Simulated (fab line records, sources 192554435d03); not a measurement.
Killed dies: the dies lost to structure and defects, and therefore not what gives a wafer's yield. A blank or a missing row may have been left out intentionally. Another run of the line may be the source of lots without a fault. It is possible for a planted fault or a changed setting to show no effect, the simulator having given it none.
What tool caused it?    flow n5 finfet    Sampling: 10 lots, 30 wafers, 5 of 1938 route steps

== WHAT THE GAUGES SHOWED, per wafer ==
N5_SDB_INSPECT_36: inspects for defects (darkfield). Usual: raw defect count reads 36 (standard deviation 14).
lot   measured     on                 raw defect count  flag
L466  day 4 15:49  defect inspect-01  24 19 27          
L467  day 4 20:36  defect inspect-01  60 23 65          
L471  day 6 00:31  defect inspect-01  59 66 28          
L472  day 6 01:13  defect inspect-02  46 37 29          
L474  day 6 15:10  defect inspect-01  23 68 59          
L477  day 7 09:58  defect inspect-02  49 66 36          
L478  day 7 15:49  defect inspect-01  36 39 58          
L479  day 7 21:35  defect inspect-02  27 24 27          
L480  day 8 01:53  defect inspect-01  22 43 31          
L486  day 9 16:46  defect inspect-01  27 27 49          

N5_HKMG_FIN_OVL_MEAS_50. Usual: NDIPOLE_OVL typically reads 0.1 nm, with standard deviation 0.76.
lot   measured     on          NDIPOLE_OVL (nm)  flag
L466  day 4 17:27  overlay-02  1.4 0.8 1.3       
L467  day 4 22:18  overlay-02  -0.5 -0.7 -0.6    
L471  day 6 01:59  overlay-01  0.2 0.4 0.3       
L472  day 6 02:46  overlay-02  0.2 -0.7 0.6      
L474  day 6 16:36  overlay-02  -1.1 -0.9 0.2     
L477  day 7 11:31  overlay-01  -0.7 0.4 0.4      
L478  day 7 17:34  overlay-01  -1.1 -0.7 -0.6    
L479  day 7 23:12  overlay-02  1.0 0.8 0.6       
L480  day 8 03:28  overlay-01  0.0 -0.4 -0.4     
L486  day 9 18:26  overlay-01  -0.1 -0.8 1.0     

N5_BEOL_M4_RC_MEAS_101. Usual: DIBL_N 36.7 mV/V, standard deviation 1.8; DIBL_P 37.0 mV/V, standard deviation 2.4; IOFF_N 0.17 nA/um, standard deviation 0.036; IOFF_P 0.22 nA/um, standard deviation 0.042; ION_N 673 uA/um, standard deviation 12; ION_P 462 uA/um, standard deviation 8.5; SS_N 71.7 mV/dec, standard deviation 0.62; SS_P 73.4 mV/dec, standard deviation 0.65; VT_N 250 mV, standard deviation 3.7; VT_P -250 mV, standard deviation 3.7.
lot   measured      on         DIBL_N (mV/V)   DIBL_P (mV/V)   IOFF_N (nA/um)  IOFF_P (nA/um)  ION_N (uA/um)  ION_P (uA/um)  SS_N (mV/dec)   SS_P (mV/dec)   VT_N (mV)    VT_P (mV)       flag
L466  day 9 19:53   prober-02  38.2 35.4 36.1  38.0 34.7 35.7  0.18 0.13 0.15  0.24 0.20 0.21  671 674 661    462 470 462    72.3 71.2 71.0  73.9 72.7 72.8  249 253 250  -246 -248 -251  
L467  day 9 22:57   prober-02  34.1 36.1 33.6  34.9 36.7 34.7  0.11 0.13 0.11  0.15 0.18 0.15  642 654 647    447 443 446    71.1 71.3 70.5  73.3 72.7 72.5  257 257 256  -253 -252 -255  
L471  day 10 17:46  prober-02  41.1 38.2 37.5  41.2 38.3 37.9  0.24 0.18 0.17  0.27 0.20 0.21  692 672 670    467 456 451    72.5 72.0 71.7  73.7 73.1 73.3  244 248 247  -251 -255 -251  
L472  day 10 21:43  prober-01  35.9 35.4 37.8  35.9 35.4 37.7  0.17 0.15 0.20  0.25 0.24 0.29  683 667 672    479 470 474    71.0 72.1 71.9  72.7 72.2 73.1  246 250 245  -243 -244 -243  
L474  day 10 21:02  prober-02  37.4 36.3 37.2  38.1 37.3 36.4  0.18 0.16 0.16  0.23 0.23 0.21  675 687 689    459 471 470    71.5 71.8 71.9  74.1 73.4 73.1  248 249 248  -251 -250 -250  
L477  day 12 16:13  prober-01  36.7 35.1 37.1  38.6 35.9 38.7  0.16 0.14 0.19  0.23 0.18 0.23  667 662 691    458 453 466    71.5 72.0 71.7  74.3 74.2 74.5  250 252 245  -251 -257 -253  
L478  day 12 05:52  prober-02  38.3 36.7 38.1  41.0 38.9 40.2  0.20 0.19 0.22  0.29 0.27 0.29  686 693 693    484 477 479    72.5 71.0 71.9  74.2 73.6 73.2  246 246 241  -244 -244 -246  
L479  day 12 08:33  prober-02  34.4 36.2 34.7  35.6 37.1 35.4  0.13 0.15 0.13  0.18 0.22 0.18  669 677 654    461 474 457    69.5 71.6 71.0  72.7 73.1 73.0  251 249 251  -253 -247 -251  
L480  day 12 18:59  prober-02  39.3 40.1 37.9  41.1 41.8 40.0  0.23 0.24 0.21  0.29 0.32 0.28  690 694 692    478 473 478    71.9 72.3 72.5  73.8 74.4 74.2  243 243 243  -244 -242 -242  
L486  day 15 19:44  prober-01  36.6 36.8 35.9  36.4 35.9 35.0  0.15 0.16 0.14  0.19 0.20 0.18  669 682 670    454 464 455    71.8 71.9 71.6  72.8 73.6 73.4  251 248 251  -252 -253 -254  

== WHAT TOOL EACH LOT RAN ON (gives the tool, then ch and the chambers of the sampled wafers, and finally the start) ==
lot   N5_SDB_ETCH_25                     N5_HKMG_FIN_COAT_41
L466  rie diel-01 ch 1,3, day 4 12:30    litho track-04 ch 0, day 4 17:11
L467  rie diel-01 ch 1,3, day 4 17:16    litho track-04 ch 0, day 4 22:01
L471  rie diel-01 ch 1,2,3, day 5 21:12  litho track-02 ch 0, day 6 01:43
L472  rie diel-01 ch 1,2, day 5 21:53    litho track-04 ch 0, day 6 02:30
L474  rie diel-01 ch 2,3, day 6 11:50    litho track-02 ch 0, day 6 16:20
L477  rie diel-02 ch 0,3, day 7 06:38    litho track-04 ch 0, day 7 11:14
L478  rie diel-04 ch 0,1,2, day 7 12:27  litho track-05 ch 0, day 7 17:10
L479  rie diel-02 ch 0,1,3, day 7 18:16  litho track-04 ch 0, day 7 22:55
L480  rie diel-04 ch 0,1,3, day 7 22:34  litho track-02 ch 0, day 8 03:04
L486  rie diel-02 ch 0,2,3, day 9 13:26  litho track-05 ch 0, day 9 18:02
- N5_SDB_ETCH_25: etches SiO2 in C4F6/O2, target depth 10 nm, time 3.3 s.
- N5_HKMG_FIN_COAT_41: time 60 s, resist thk 300 nm.

== WHAT THE TOOLS THEMSELVES READ (means of the sampled wafers that have a number; where no wafer has one, the mark that the record gives instead) ==
N5_SDB_ETCH_25. Usual: bias w 184.9 W, standard deviation 0.54; drypump motor current A 5.6 A, standard deviation 0.48; oes product au 0.79 a.u., standard deviation 0.091; rf vpp V 665 V, standard deviation 13; showerhead plenum p Torr 2.87 Torr, standard deviation 0.11; throttle valve pct 21.11 %, standard deviation 0.15.
lot   tool         bias w (W)  drypump motor current A (A)  oes product au (a.u.)  rf vpp V (V)  showerhead plenum p Torr (Torr)  throttle valve pct (%)  flag
L466  rie diel-01  184.8       5.2                          0.78                   669           2.87                             21.09                   
L467  rie diel-01  184.9       5.2                          0.78                   668           2.87                             21.09                   
L471  rie diel-01  184.8       5.5                          0.85                   672           2.95                             21.05                   
L472  rie diel-01  185.0       6.0                          0.85                   681           2.96                             21.14                   
L474  rie diel-01  185.2       5.9                          0.91                   675           3.03                             21.02                   
L477  rie diel-02  184.7       5.4                          0.72                   660           2.88                             21.11                   
L478  rie diel-04  185.0       6.0                          0.84                   658           2.90                             21.05                   
L479  rie diel-02  184.9       5.5                          0.74                   663           2.85                             21.10                   
L480  rie diel-04  184.6       6.0                          0.81                   662           2.93                             21.08                   
L486  rie diel-02  184.9       5.6                          0.70                   654           2.83                             21.23                   

N5_HKMG_FIN_COAT_41. Usual: heater power total W 500.1 W, standard deviation 1.8; spin speed rpm 1499.9 rpm, standard deviation 0.89.
lot   tool            heater power total W (W)  spin speed rpm (rpm)  flag
L466  litho track-04  500.3                     1501.0                
L467  litho track-04  498.9                     1500.2                
L471  litho track-02  501.2                     1499.5                
L472  litho track-04  501.2                     1500.5                
L474  litho track-02  501.1                     1499.7                
L477  litho track-04  499.1                     1422.3                OFF
L478  litho track-05  499.8                     1499.3                
L479  litho track-04  500.2                     1421.9                OFF
L480  litho track-02  499.1                     1501.0                
L486  litho track-05  499.6                     1499.9                

== THE ANSWER, worked out from the rows above alone ==
Rule: take the mean of a lot's wafers that have a number; if it is more than 3 standard deviations from the usual mean, the lot is off. Also off: a lot with no number at a reading for which 4 or more lots have one. Where the step has rows for the other lots, those lots are counted as sound. Order of review: gauges by route order, followed by the tools' own readings, for which a lot's mean as printed above is used. At the first step where some lot is off, the reading lying furthest off is the one used; lots without a number count as furthest.
Off at N5_HKMG_FIN_COAT_41 (spin speed rpm): L477, L479.
If a tool, at that step or one of the process steps before it, ran each lot that is off and ran no sound lot following the first of them, it fits. One candidate fits, namely litho track-04 at N5_HKMG_FIN_COAT_41. Its last sound lot is L472 (day 6 02:30), its first lot that is off L477 (day 7 11:14): a fault that began between those two fits.
On the lots that are off, the tool's own readings at N5_HKMG_FIN_COAT_41 differ by more than 5 times the standard deviation of the sound lots' means, which bears it out; spin speed rpm reads 1422.1 rpm there versus 1500.1 rpm on the sound lots.

== WHAT THE SIMULATOR PUT IN ==
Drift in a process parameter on litho track-04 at N5_HKMG_FIN_COAT_41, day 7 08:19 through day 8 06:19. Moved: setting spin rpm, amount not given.
Shown lots that were struck: L477, L479. The rule given above showed the same thing.
